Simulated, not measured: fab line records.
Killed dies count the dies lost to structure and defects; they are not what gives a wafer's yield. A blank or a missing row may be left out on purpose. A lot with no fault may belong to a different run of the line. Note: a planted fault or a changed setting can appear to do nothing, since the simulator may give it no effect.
A struck lot beside a sound one	flow nand harc	17 steps out of a route of 1159
Sound: wafers L512.2, L512.3, L512.5. Wafers struck: L516.1, L516.2, L516.5. At the end, the cause is stated.
For every step that has rows: the tool of each side, followed by ch and its chambers, followed by its first start. Under that, the readings that differ: sound wafers	struck wafers	difference of the means	sigmas: that difference in standard deviations of wafers without a fault.
alike: same words and numbers on both sides, and readings whose means sit less than 2 such deviations apart. not compared: any withheld reading, any reading some wafer has no value for, any bound like >300 that may hide the same value, and any number with overlapping values for which the record gives no deviation.
Wherever a step has rows on one side only, a row that says differs or no value, or a row with sigmas, the two part there. Numbers that don't overlap but have no deviation are shown without sigmas and don't part them. A reading missing from all wafers of one side parts the sides only when that side holds two or more wafers.

NHARC_A_CONTACT_ETCH_102: etches the open film in CF4/O2, target depth 70 nm, overetch 7 nm, time 38.5 s.
  sound on rie diel-05 ch 0,1, day 16 22:25; struck on rie diel-07 ch 0,3, day 18 11:56
  alike: drypump motor current A, oes_ar_750_au, oes product au, rf vpp V, showerhead plenum p Torr, throttle valve pct
  not compared: rf hours counter h
NHARC_A_CONTACT_STRIP_55: strips in O2.
  sound on rie diel-05 ch 0,2; struck on rie diel-07 ch 1,2
  alike: drypump motor current A, oes product au, rf vpp V, showerhead plenum p Torr, throttle valve pct
  not compared: rf hours counter h
then, 1 step without rows for these wafers: NHARC_A_CONTACT_STRIP_56 (strips in post etch residue remover, time 600 s).
NHARC_A_CONTACT_DEP_57: deposits aC, target thk 2800 nm.
  sound on acl dep-03 ch 0, day 16 23:25; struck on acl dep-02 ch 0, day 18 13:03
  alike: throttle valve pct
NHARC_A_CONTACT_DEP_58: deposits SiON, target thk 60 nm.
  sound on pecvd-03 ch 0,2, day 17 01:06; struck on pecvd-02 ch 1,2, day 18 14:50
  alike: heater power w
then, 7 steps without rows for these wafers: NHARC_A_CONTACT_DEHYDRATE_59 (time 120 s); NHARC_A_CONTACT_HMDS_60 (time 30 s); NHARC_A_CONTACT_COAT_61 (time 75 s); NHARC_A_CONTACT_COAT_62 (time 65 s); NHARC_A_CONTACT_COAT_63 (resist thk 90 nm); NHARC_A_CONTACT_SOFTBAKE_64 (time 55 s); NHARC_A_CONTACT_EBR_65.
NHARC_A_CONTACT_EXPOSE_66: exposes mask A CC 2.
  sound on arfi scanner-01 ch 0, day 17 01:41; struck on arfi scanner-01 ch 0, day 18 15:23
reading	sound	struck	difference	sigmas
exposure dose mJ cm2	59.13 59.00 59.00	44.84 44.90 44.86	-14.18	-99 or more
  alike: mask
then, 2 steps without rows for these wafers: NHARC_A_CONTACT_PEB_67 (peb time 65 s); NHARC_A_CONTACT_DEVELOP_68 (develop time 35 s).
NHARC_A_CONTACT_CD_MEAS_69 targets a cd of 200 nm.
  sound on cd sem-01 ch 0, day 17 01:49; struck on cd sem-01 ch 0, day 18 15:32
reading	sound	struck	difference	sigmas
cd nm (nm)	200.6 200.4 200.0	189.6 189.4 189.5	-10.8	-22
NHARC_A_CONTACT_OVL_MEAS_70:
  sound on overlay-02, day 17 01:54; struck on overlay-02, day 18 15:37
  alike: overlay x nm, overlay y nm

## WHERE THEY PART
First at NHARC_A_CONTACT_EXPOSE_66; last, within this record, at NHARC_A_CONTACT_CD_MEAS_69. Later steps at which nothing parts them and some readings are alike: NHARC_A_CONTACT_OVL_MEAS_70.

WHY: whatever the simulator had introduced
Process parameters drifting: arfi scanner-01 at NHARC_A_CONTACT_EXPOSE_66, beginning at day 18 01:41. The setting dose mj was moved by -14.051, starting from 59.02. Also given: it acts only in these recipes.
